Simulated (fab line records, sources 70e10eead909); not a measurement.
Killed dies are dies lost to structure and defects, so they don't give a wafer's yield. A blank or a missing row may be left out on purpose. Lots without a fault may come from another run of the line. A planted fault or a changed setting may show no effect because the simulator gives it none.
A struck lot beside a sound one | flow nand_harc | 14 steps out of a route of 1302
Sound: wafers L618.2, L618.5, L618.6. Struck: wafer L627.4. (L627.1, L627.5 of the same lot were not struck and are left out.) The cause comes at the end.
At each step with rows: each side's tool, then ch and its chambers, then its first start. Under that, the readings that differ: sound wafers | struck wafers | difference of the means | sigmas: that difference in standard deviations of wafers without a fault.
alike: readings whose means differ by less than 2 such deviations, and words and numbers that are the same on both sides. not compared: withheld readings, readings that some wafer has no value for, bounds like >300 that may hide the same value, and numbers for which the record gives no deviation and whose values overlap.
The two part at a step that has a row with sigmas, a row that says differs or no value, or rows on one side only. Numbers that don't overlap but have no deviation are shown without sigmas and don't part them. A reading that every wafer of one side lacks parts them only if that side has two wafers or more.

first, 4 steps without rows for these wafers: NHARC_P_M1_EBR_05; NHARC_P_M1_EXPOSE_06 (exposes mask P M1, target cd 130 nm); NHARC_P_M1_PEB_07 (peb time 65 s); NHARC_P_M1_DEVELOP_08 (develop time 35 s).
NHARC_P_M1_CD_MEAS_09: target cd 130 nm.
  sound on cd_sem-01 ch 0, day 7 21:43; struck on cd_sem-03 ch 0, day 11 21:40
  alike: cd_nm
NHARC_P_M1_OVL_MEAS_10: pitch 260 nm.
  sound on overlay-02, day 7 21:49; struck on overlay-01, day 11 21:46
  alike: overlay_x_nm, overlay_y_nm
NHARC_P_M1_INSPECT_11:
  sound on defect_inspect-02, day 7 21:50; struck on defect_inspect-01, day 11 21:47
  alike: raw_defect_count
NHARC_P_M1_DESCUM_14: chemistry O2, time 3 s.
  sound on rie_diel-12 ch 1,2, day 7 21:55; struck on rie_diel-12 ch 3, day 11 21:52
  reading                | sound                | struck | difference | sigmas
  throttle_valve_pct (%) | 11.315 11.297 11.304 | 11.325 | +0.020     | +2
  alike: drypump_motor_current_A, oes_product_au, rf_vpp_V, showerhead_plenum_p_Torr
  not compared: rf_hours_counter_h
NHARC_P_M1_ETCH_35: etches the open film in N2/H2, target depth 40 nm, overetch 12 nm, time 43.94 s.
  sound on rie_diel-12 ch 0,2,3, day 7 22:01; struck on rie_diel-12 ch 3, day 11 21:57
  alike: bias_w, drypump_motor_current_A, oes_product_au, rf_vpp_V, showerhead_plenum_p_Torr, throttle_valve_pct
  not compared: rf_hours_counter_h
NHARC_P_M1_ETCH_15: etches the open film in C4F8/Ar, target depth 182.5 nm, time 91.2 s.
  sound on rie_diel-12 ch 1,2,3; struck on rie_diel-12 ch 3
  alike: bias_w, oes_product_au, rf_vpp_V
  not compared: rf_hours_counter_h
NHARC_P_M1_CD_MEAS_16:
  sound on cd_sem-01, day 7 22:13; struck on cd_sem-03, day 11 22:10
  alike: cd_nm
NHARC_P_M1_STRIP_18: strips in N2/H2.
  sound on rie_diel-06 ch 0,2,3, day 7 22:22; struck on rie_diel-06 ch 3, day 11 22:14
  alike: drypump_motor_current_A, oes_product_au, rf_vpp_V, showerhead_plenum_p_Torr, throttle_valve_pct
  not compared: rf_hours_counter_h
NHARC_P_M1_ETCH_28: etches the open film in CF4/N2, target depth 30 nm, time 72.99 s.
  sound on rie_diel-06 ch 1,2, day 7 22:32; struck on rie_diel-06 ch 1, day 11 22:29
  reading               | sound                | struck | difference | sigmas
  bias_w (W)            | 100.45 100.12 100.08 | 99.37  | -0.85      | -3
  oes_product_au (a.u.) | 1.010 1.002 1.006    | 0.835  | -0.171     | -19
  alike: drypump_motor_current_A, rf_vpp_V, showerhead_plenum_p_Torr, throttle_valve_pct
  not compared: rf_hours_counter_h
then, 1 step without rows for these wafers: NHARC_P_M1_STRIP_19 (strips in post etch residue remover, time 600 s).

WHERE THEY PART
First at NHARC_P_M1_DESCUM_14; last, within this record, at NHARC_P_M1_ETCH_28.

WHY: what the simulator had put in
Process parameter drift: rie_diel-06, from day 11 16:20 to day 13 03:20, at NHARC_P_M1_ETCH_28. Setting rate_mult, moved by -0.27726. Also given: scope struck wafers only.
